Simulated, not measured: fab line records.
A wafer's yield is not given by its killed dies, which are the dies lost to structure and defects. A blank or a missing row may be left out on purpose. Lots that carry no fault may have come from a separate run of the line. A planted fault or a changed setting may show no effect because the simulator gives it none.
Which tool was responsible? | flow nand-harc | 24 lots with 72 wafers sampled at 6 steps, on a route of 1159 steps

## WHAT EACH GAUGE READ, for each wafer
The record lacks any reading of a measuring or inspecting step that a usual standard deviation could be used to judge.

## WHAT TOOL EACH LOT RAN ON (gives the tool, then ch and the chambers of the sampled wafers, and finally the start)
lot  | NHARC_A_CHANNEL_FILL_D1_STRIP_29              | NHARC_A_STAIRCASE_DESCUM_168       | NHARC_A_STAIRCASE_STRIP_171          | NHARC_A_STAIRCASE_ETCH_13                   | NHARC_A_STAIRCASE_ETCH_23                   | NHARC_A_STAIRCASE_ETCH_190
L074 | rie-diel-02 ch 0,1, day 10 15:05 or earlier   | rie-diel-05 ch 1,3, day 10 15:05   | plasma-asher-02 ch 0,1, day 10 15:27 | rie-diel-08 ch 1,2, no start                | rie-diel-13 ch 0,3, no start                | rie-diel-13 ch 1,2,3, no start
L076 | rie-diel-02 ch 0,1,3, day 11 03:41 or earlier | rie-diel-08 ch 0,1,3, day 11 03:41 | plasma-asher-02 ch 0,1, day 11 04:11 | rie-diel-05 ch 0,1,3, no start              | rie-diel-05 ch 0,2,3, no start              | rie-diel-05 ch 0,1,3, no start
L075 | rie-diel-10 ch 1,2,3, day 11 03:25 or earlier | rie-diel-05 ch 0,1,2, day 11 03:25 | plasma-asher-01 ch 0,1, day 11 03:52 | rie-diel-08 ch 0,1, no start                | rie-diel-08 ch 0,1,3, no start              | rie-diel-05 ch 1,2, no start
L078 | rie-diel-10 ch 1,2, day 11 11:05 or earlier   | rie-diel-13 ch 0,1,3, day 11 11:05 | plasma-asher-02 ch 0,1, day 11 11:30 | rie-diel-05 ch 0,1,3, no start              | rie-diel-08 ch 0,1, no start                | rie-diel-05 ch 0,1,3, no start
L077 | rie-diel-02 ch 0,1, day 11 11:22 or earlier   | rie-diel-05 ch 1,2,3, day 11 11:22 | plasma-asher-02 ch 0,1, day 11 11:50 | rie-diel-08 ch 0,1, no start                | rie-diel-05 ch 0,1,3, no start              | rie-diel-13 ch 0,1,2, no start
L079 | rie-diel-02 ch 0,1,3, day 11 19:24 or earlier | rie-diel-05 ch 0,2,3, day 11 19:24 | plasma-asher-02 ch 0,1, day 11 19:44 | rie-diel-05 ch 2,3, no start                | rie-diel-13 ch 0,2,3, no start              | rie-diel-05 ch 1,2, no start
L082 | rie-diel-10 ch 1,2,3, day 12 12:19 or earlier | rie-diel-05 ch 1,2,3, day 12 12:19 | plasma-asher-02 ch 0,1, day 12 12:43 | rie-diel-05 ch 1,2,3, no start              | rie-diel-08 ch 0,1, no start                | rie-diel-13 ch 1,3, no start
L080 | rie-diel-02 ch 0,2,3, day 12 12:37 or earlier | rie-diel-05 ch 0,2,3, day 12 12:37 | plasma-asher-02 ch 0,1, day 12 13:11 | rie-diel-05 ch 1,2,3, no start              | rie-diel-05 ch 0,1,2, no start              | rie-diel-08 ch 0,1,2, no start
L081 | rie-diel-03 ch 1,2,3, day 12 12:28 or earlier | rie-diel-08 ch 0,1, day 12 12:28   | plasma-asher-02 ch 0,1, day 12 12:54 | rie-diel-08 ch 0,3, no start                | rie-diel-05 ch 0,1, no start                | rie-diel-13 ch 0,2, no start
L083 | rie-diel-10 ch 2,3, day 12 20:48 or earlier   | rie-diel-08 ch 0,3, day 12 20:48   | plasma-asher-01 ch 1, day 12 21:10   | rie-diel-05 ch 0,1,2, no start              | rie-diel-13 ch 2,3, no start                | rie-diel-13 ch 0,2,3, no start
L084 | rie-diel-10 ch 0,3, day 13 03:14 or earlier   | rie-diel-05 ch 0,2,3, day 13 03:14 | plasma-asher-02 ch 0,1, day 13 03:43 | rie-diel-05 ch 0,2,3, no start              | rie-diel-05 ch 1,2, no start                | rie-diel-13 ch 0,2,3, no start
L085 | rie-diel-02 ch 1,2,3, day 13 06:30 or earlier | rie-diel-08 ch 0,1,2, day 13 06:30 | plasma-asher-01 ch 0,1, day 13 06:58 | rie-diel-05 ch 0,2,3, no start              | rie-diel-08 ch 0,1,2, no start              | rie-diel-08 ch 0,1,2, no start
L087 | rie-diel-10 ch 1,2,3, day 13 21:46 or earlier | rie-diel-05 ch 0,1,3, day 13 21:46 | plasma-asher-01 ch 0, day 13 22:04   | rie-diel-13 ch 0,2, no start                | rie-diel-05 ch 1,2,3, no start              | rie-diel-05 ch 1,2,3, no start
L086 | rie-diel-10 ch 0,2,3, day 14 01:23 or earlier | rie-diel-05 ch 2,3, day 14 01:23   | plasma-asher-01 ch 0,1, day 14 01:42 | rie-diel-08 ch 0,1,2, no start              | rie-diel-05 ch 0,1,2, no start              | rie-diel-05 ch 1,3, no start
L088 | rie-diel-10 ch 2,3, day 14 04:01 or earlier   | rie-diel-08 ch 2,3, day 14 04:01   | plasma-asher-01 ch 0,1, day 14 04:32 | rie-diel-08 ch 0,2,3, no start              | rie-diel-08 ch 1,2,3, no start              | rie-diel-05 ch 1,3, no start
L090 | rie-diel-10 ch 0,2,3, day 14 07:57 or earlier | rie-diel-08 ch 0,3, day 14 07:57   | plasma-asher-01 ch 0,1, day 14 08:35 | rie-diel-05 ch 0,1,3, no start              | rie-diel-05 ch 1,2,3, no start              | rie-diel-05 ch 1,2,3, no start
L091 | rie-diel-10 ch 1,2,3, day 14 14:41            | rie-diel-05 ch 0,1,3, day 14 22:21 | plasma-asher-01 ch 0,1, day 14 22:43 | rie-diel-05 ch 0,3, no start                | rie-diel-05 ch 1,3, no start                | rie-diel-13 ch 2,3, no start
L089 | rie-diel-02 ch 2,3, day 14 22:30 or earlier   | rie-diel-13 ch 0,1, day 14 22:30   | plasma-asher-02 ch 1, day 14 22:49   | rie-diel-08 ch 2,3, day 15 05:02 or earlier | rie-diel-13 ch 1,3, day 15 05:02 or earlier | rie-diel-13 ch 1,2,3, day 15 05:02
L092 | rie-diel-03 ch 0,1,2, day 15 04:47 or earlier | rie-diel-08 ch 1,2, day 15 04:47   | plasma-asher-02 ch 0,1, day 15 05:38 | rie-diel-08 ch 0,1,3, no start              | rie-diel-13 ch 0,1,2, no start              | rie-diel-13 ch 1,2,3, no start
L094 | rie-diel-10 ch 1,3, day 15 02:18              | rie-diel-08 ch 1,2, day 15 09:40   | plasma-asher-01 ch 0, day 15 10:21   | rie-diel-13 ch 0,3, no start                | rie-diel-08 ch 1,2,3, no start              | rie-diel-13 ch 0,2, no start
L093 | rie-diel-10 ch 0,1, day 15 13:51 or earlier   | rie-diel-05 ch 0,2,3, day 15 13:51 | plasma-asher-02 ch 0,1, day 15 14:11 | rie-diel-05 ch 0,1,2, no start              | rie-diel-05 ch 0,1,3, no start              | rie-diel-08 ch 0,1,3, no start
L095 | rie-diel-02 ch 0,1,3, day 16 06:29 or earlier | rie-diel-08 ch 1,2,3, day 16 06:29 | plasma-asher-01 ch 0,1, day 16 07:28 | rie-diel-05 ch 1,2, no start                | rie-diel-13 ch 2,3, no start                | rie-diel-08 ch 0,2,3, no start
L097 | rie-diel-03 ch 0,1,2, day 16 05:19 or earlier | rie-diel-13 ch 1,2,3, day 16 05:19 | plasma-asher-01 ch 0,1, day 16 08:23 | rie-diel-05 ch 0,1,2, no start              | rie-diel-13 ch 0,1,3, no start              | rie-diel-05 ch 0,1,3, no start
L096 | rie-diel-10 ch 1,2, day 16 12:43 or earlier   | rie-diel-08 ch 0,2,3, day 16 12:43 | plasma-asher-02 ch 0,1, day 16 13:08 | rie-diel-08 ch 1,2,3, no start              | rie-diel-13 ch 1,2, no start                | rie-diel-05 ch 1,2,3, no start
- NHARC_A_CHANNEL_FILL_D1_STRIP_29: strips in O2, time 20 s.
- NHARC_A_STAIRCASE_DESCUM_168: chemistry O2, time 3 s.
- NHARC_A_STAIRCASE_STRIP_171: strips in O2.
- NHARC_A_STAIRCASE_ETCH_13: etches the open film in C4F8/O2, target depth 100 nm, time 40.5 s.
- NHARC_A_STAIRCASE_ETCH_23: etches the open film in C4F8/O2, target depth 100 nm, time 40.5 s.
- NHARC_A_STAIRCASE_ETCH_190: etches the open film in C4F8/O2, target depth 100 nm, time 40.5 s.

## AS READ BY THE TOOLS THEMSELVES (means over the sampled wafers that have a number; for cases with no such wafer, the mark the record gives instead)
NHARC_A_CHANNEL_FILL_D1_STRIP_29. Usual: drypump-motor-current-A 5.5 A, standard deviation 0.48; oes-product-au 0.997 a.u., standard deviation 0.012; rf-vpp-V 57.9 V, standard deviation 0.94; showerhead-plenum-p-Torr 3.55 Torr, standard deviation 0.16; throttle-valve-pct 17.037 %, standard deviation 0.009.
lot  | tool        | drypump-motor-current-A (A) | oes-product-au (a.u.) | rf-vpp-V (V) | showerhead-plenum-p-Torr (Torr) | throttle-valve-pct (%) | flag
L074 | rie-diel-02 | 5.3                         | 1.000                 | 57.2         | 3.52                            | 17.023                 |
L076 | rie-diel-02 | 5.8                         | 0.991                 | 57.6         | 3.61                            | 17.040                 |
L075 | rie-diel-10 | 5.4                         | 1.004                 | 57.5         | 3.60                            | 17.035                 |
L078 | rie-diel-10 | 5.3                         | 1.007                 | 58.0         | 3.48                            | 17.039                 |
L077 | rie-diel-02 | 5.3                         | 1.000                 | 57.7         | 3.52                            | 17.030                 |
L079 | rie-diel-02 | 5.8                         | 0.999                 | 57.8         | 3.61                            | 17.035                 |
L082 | rie-diel-10 | 5.4                         | 0.993                 | 58.4         | 3.60                            | 17.037                 |
L080 | rie-diel-02 | 5.8                         | 1.005                 | 57.9         | 3.64                            | 17.040                 |
L081 | rie-diel-03 | 5.9                         | 1.005                 | 57.7         | 3.56                            | 17.046                 |
L083 | rie-diel-10 | 5.3                         | 1.000                 | 58.4         | 3.66                            | 17.035                 |
L084 | rie-diel-10 | 5.2                         | 0.992                 | 57.9         | 3.50                            | 17.033                 |
L085 | rie-diel-02 | 5.7                         | 1.004                 | 58.0         | 3.51                            | 17.035                 |
L087 | rie-diel-10 | 5.4                         | 0.992                 | 57.9         | 3.60                            | 17.040                 |
L086 | rie-diel-10 | 5.2                         | 1.001                 | 58.2         | 3.52                            | 17.040                 |
L088 | rie-diel-10 | 5.1                         | 1.005                 | 59.0         | 3.54                            | 17.041                 |
L090 | rie-diel-10 | 5.2                         | 1.004                 | 57.6         | 3.52                            | 17.036                 |
L091 | rie-diel-10 | 5.4                         | 0.998                 | 58.0         | 3.60                            | 17.038                 |
L089 | rie-diel-02 | 5.8                         | 0.995                 | 57.6         | 3.54                            | 17.035                 |
L092 | rie-diel-03 | 5.7                         | 0.994                 | 57.7         | 3.58                            | 17.025                 |
L094 | rie-diel-10 | 5.5                         | 0.986                 | 58.0         | 3.73                            | 17.031                 |
L093 | rie-diel-10 | 5.4                         | 0.991                 | 57.3         | 3.44                            | 17.030                 |
L095 | rie-diel-02 | 5.8                         | 0.985                 | 57.2         | 3.61                            | 17.041                 |
L097 | rie-diel-03 | 5.7                         | 1.001                 | 58.7         | 3.58                            | 17.044                 |
L096 | rie-diel-10 | 5.3                         | 1.020                 | 57.3         | 3.47                            | 17.041                 |

NHARC_A_STAIRCASE_DESCUM_168. Usual: drypump-motor-current-A 5.7 A, standard deviation 0.47; oes-product-au 1.001 a.u., standard deviation 0.014; rf-vpp-V 57.5 V, standard deviation 0.86; showerhead-plenum-p-Torr 1.86 Torr, standard deviation 0.076; throttle-valve-pct 11.312 %, standard deviation 0.01.
lot  | tool        | drypump-motor-current-A (A) | oes-product-au (a.u.) | rf-vpp-V (V) | showerhead-plenum-p-Torr (Torr) | throttle-valve-pct (%) | flag
L074 | rie-diel-05 | 6.0                         | 0.996                 | 57.1         | 1.91                            | 11.304                 |
L076 | rie-diel-08 | 5.6                         | 1.012                 | 57.4         | 1.80                            | 11.311                 |
L075 | rie-diel-05 | 6.0                         | 0.991                 | 57.8         | 1.91                            | 11.314                 |
L078 | rie-diel-13 | 6.1                         | 0.995                 | 57.7         | 1.92                            | 11.320                 |
L077 | rie-diel-05 | 6.1                         | 0.999                 | 57.9         | 1.91                            | 11.313                 |
L079 | rie-diel-05 | 5.8                         | 0.996                 | 57.1         | 1.85                            | 11.310                 |
L082 | rie-diel-05 | 6.1                         | 1.009                 | 57.9         | 1.91                            | 11.305                 |
L080 | rie-diel-05 | 5.8                         | 1.003                 | 57.1         | 1.85                            | 11.315                 |
L081 | rie-diel-08 | 5.6                         | 1.016                 | 57.0         | 1.82                            | 11.315                 |
L083 | rie-diel-08 | 5.3                         | 1.020                 | 56.5         | 1.80                            | 11.309                 |
L084 | rie-diel-05 | 5.7                         | 0.995                 | 57.5         | 1.85                            | 11.305                 |
L085 | rie-diel-08 | 5.5                         | 1.006                 | 57.2         | 1.81                            | 11.308                 |
L087 | rie-diel-05 | 5.9                         | 1.003                 | 57.9         | 1.90                            | 11.309                 |
L086 | rie-diel-05 | 6.0                         | 1.007                 | 57.4         | 1.86                            | 11.307                 |
L088 | rie-diel-08 | 5.1                         | 0.994                 | 56.8         | 1.80                            | 11.318                 |
L090 | rie-diel-08 | 5.3                         | 1.012                 | 56.9         | 1.79                            | 11.315                 |
L091 | rie-diel-05 | 5.9                         | 1.004                 | 57.6         | 1.89                            | 11.312                 |
L089 | rie-diel-13 | 6.1                         | 0.989                 | 57.0         | 1.84                            | 11.316                 |
L092 | rie-diel-08 | 5.3                         | 1.002                 | 56.8         | 1.80                            | 11.307                 |
L094 | rie-diel-08 | 5.3                         | 0.994                 | 57.0         | 1.80                            | 11.307                 |
L093 | rie-diel-05 | 5.7                         | 0.998                 | 57.1         | 1.84                            | 11.314                 |
L095 | rie-diel-08 | 5.4                         | 1.010                 | 57.4         | 1.79                            | 11.320                 |
L097 | rie-diel-13 | 5.7                         | 0.984                 | 58.4         | 1.93                            | 11.318                 |
L096 | rie-diel-08 | 5.2                         | 1.001                 | 57.2         | 1.80                            | 11.312                 |

NHARC_A_STAIRCASE_STRIP_171. Usual: drypump-motor-current-A 5.7 A, standard deviation 0.46; heater-power-w 353 W, standard deviation 28.
lot  | tool            | drypump-motor-current-A (A) | heater-power-w (W) | flag
L074 | plasma-asher-02 | 5.9                         | 342                |
L076 | plasma-asher-02 | 6.0                         | 344                |
L075 | plasma-asher-01 | 5.2                         | 357                |
L078 | plasma-asher-02 | 6.1                         | 336                |
L077 | plasma-asher-02 | 6.1                         | 321                |
L079 | plasma-asher-02 | 6.0                         | 341                |
L082 | plasma-asher-02 | 6.1                         | 327                |
L080 | plasma-asher-02 | 6.1                         | 331                |
L081 | plasma-asher-02 | 6.1                         | 334                |
L083 | plasma-asher-01 | 5.7                         | 395                |
L084 | plasma-asher-02 | 6.0                         | 344                |
L085 | plasma-asher-01 | 5.2                         | 365                |
L087 | plasma-asher-01 | 4.9                         | 350                |
L086 | plasma-asher-01 | 5.5                         | 380                |
L088 | plasma-asher-01 | 5.5                         | 380                |
L090 | plasma-asher-01 | 5.5                         | 382                |
L091 | plasma-asher-01 | 5.5                         | 383                |
L089 | plasma-asher-02 | 5.9                         | 360                |
L092 | plasma-asher-02 | 6.1                         | 333                |
L094 | plasma-asher-01 | 4.9                         | 348                |
L093 | plasma-asher-02 | 6.1                         | 335                |
L095 | plasma-asher-01 | 5.5                         | 380                |
L097 | plasma-asher-01 | 5.2                         | 366                |
L096 | plasma-asher-02 | 6.1                         | 328                |

NHARC_A_STAIRCASE_ETCH_13. Usual: oes-product-au 0.943 a.u., standard deviation 0.017; rf-vpp-V 892 V, standard deviation 4.8.
lot  | tool        | oes-product-au (a.u.) | rf-vpp-V (V) | flag
L074 | rie-diel-08 | 0.947                 | 889          |
L076 | rie-diel-05 | 0.950                 | 895          |
L075 | rie-diel-08 | 0.962                 | 890          |
L078 | rie-diel-05 | 0.941                 | 895          |
L077 | rie-diel-08 | 0.948                 | 889          |
L079 | rie-diel-05 | 0.929                 | 892          |
L082 | rie-diel-05 | 0.966                 | 896          |
L080 | rie-diel-05 | 0.937                 | 896          |
L081 | rie-diel-08 | 0.940                 | 889          |
L083 | rie-diel-05 | 0.950                 | 894          |
L084 | rie-diel-05 | 0.956                 | 892          |
L085 | rie-diel-05 | 0.920                 | 892          |
L087 | rie-diel-13 | 0.935                 | 892          |
L086 | rie-diel-08 | 0.942                 | 889          |
L088 | rie-diel-08 | 0.938                 | 889          |
L090 | rie-diel-05 | 0.928                 | 894          |
L091 | rie-diel-05 | 0.958                 | 890          |
L089 | rie-diel-08 | 0.937                 | 889          |
L092 | rie-diel-08 | 0.952                 | 888          |
L094 | rie-diel-13 | 0.933                 | 900          |
L093 | rie-diel-05 | 0.959                 | 895          |
L095 | rie-diel-05 | 0.959                 | 898          |
L097 | rie-diel-05 | 0.943                 | 894          |
L096 | rie-diel-08 | 0.952                 | 888          |

NHARC_A_STAIRCASE_ETCH_23. Usual: oes-product-au 0.942 a.u., standard deviation 0.014; rf-vpp-V 894 V, standard deviation 5.4.
lot  | tool        | oes-product-au (a.u.) | rf-vpp-V (V) | flag
L074 | rie-diel-13 | 0.936                 | 896          |
L076 | rie-diel-05 | 0.946                 | 893          |
L075 | rie-diel-08 | 0.952                 | 890          |
L078 | rie-diel-08 | 0.955                 | 890          |
L077 | rie-diel-05 | 0.944                 | 894          |
L079 | rie-diel-13 | 0.925                 | 896          |
L082 | rie-diel-08 | 0.944                 | 890          |
L080 | rie-diel-05 | 0.939                 | 895          |
L081 | rie-diel-05 | 0.933                 | 899          |
L083 | rie-diel-13 | 0.942                 | 901          |
L084 | rie-diel-05 | 0.952                 | 899          |
L085 | rie-diel-08 | 0.965                 | 890          |
L087 | rie-diel-05 | 0.953                 | 895          |
L086 | rie-diel-05 | 0.942                 | 895          |
L088 | rie-diel-08 | 0.939                 | 888          |
L090 | rie-diel-05 | 0.950                 | 896          |
L091 | rie-diel-05 | 0.950                 | 899          |
L089 | rie-diel-13 | 0.937                 | 901          |
L092 | rie-diel-13 | 0.933                 | 891          |
L094 | rie-diel-08 | 0.951                 | 888          |
L093 | rie-diel-05 | 0.945                 | 895          |
L095 | rie-diel-13 | 0.930                 | 897          |
L097 | rie-diel-13 | 0.931                 | 895          |
L096 | rie-diel-13 | 0.935                 | 893          |

NHARC_A_STAIRCASE_ETCH_190. Usual: oes-product-au 0.943 a.u., standard deviation 0.016; rf-vpp-V 894 V, standard deviation 5.3.
lot  | tool        | oes-product-au (a.u.) | rf-vpp-V (V) | flag
L074 | rie-diel-13 | 0.936                 | 898          |
L076 | rie-diel-05 | 0.931                 | 895          |
L075 | rie-diel-05 | 0.940                 | 899          |
L078 | rie-diel-05 | 0.952                 | 896          |
L077 | rie-diel-13 | 0.938                 | 893          |
L079 | rie-diel-05 | 0.949                 | 900          |
L082 | rie-diel-13 | 0.937                 | 897          |
L080 | rie-diel-08 | 0.949                 | 890          |
L081 | rie-diel-13 | 0.950                 | 892          |
L083 | rie-diel-13 | 0.933                 | 896          |
L084 | rie-diel-13 | 0.948                 | 896          |
L085 | rie-diel-08 | 0.944                 | 890          |
L087 | rie-diel-05 | 0.943                 | 896          |
L086 | rie-diel-05 | 0.920                 | 895          |
L088 | rie-diel-05 | 0.946                 | 898          |
L090 | rie-diel-05 | 0.954                 | 896          |
L091 | rie-diel-13 | 0.942                 | 896          |
L089 | rie-diel-13 | 0.981                 | 898          |
L092 | rie-diel-13 | 0.931                 | 896          |
L094 | rie-diel-13 | 0.925                 | 892          |
L093 | rie-diel-08 | 0.946                 | 888          |
L095 | rie-diel-08 | 0.944                 | 889          |
L097 | rie-diel-05 | 0.931                 | 895          |
L096 | rie-diel-05 | 0.952                 | 895          |

## THE ANSWER, worked out from the rows above alone
Rule: a lot is off if the mean of its wafers that have a number lies more than 3 standard deviations from the usual mean. A lot without any number at a reading at which 4 lots or more have one is off too. Where the step has rows for the other lots, those lots are counted as sound. After the gauges, taken in route order, come the tools' own readings; for these a lot's mean is taken, as printed above. At the first step where some lot is off, the reading lying furthest off is the one used; lots without a number count as furthest.
No lot is off at any reading shown: from this, nothing can be told.

## WHAT THE SIMULATOR PUT IN
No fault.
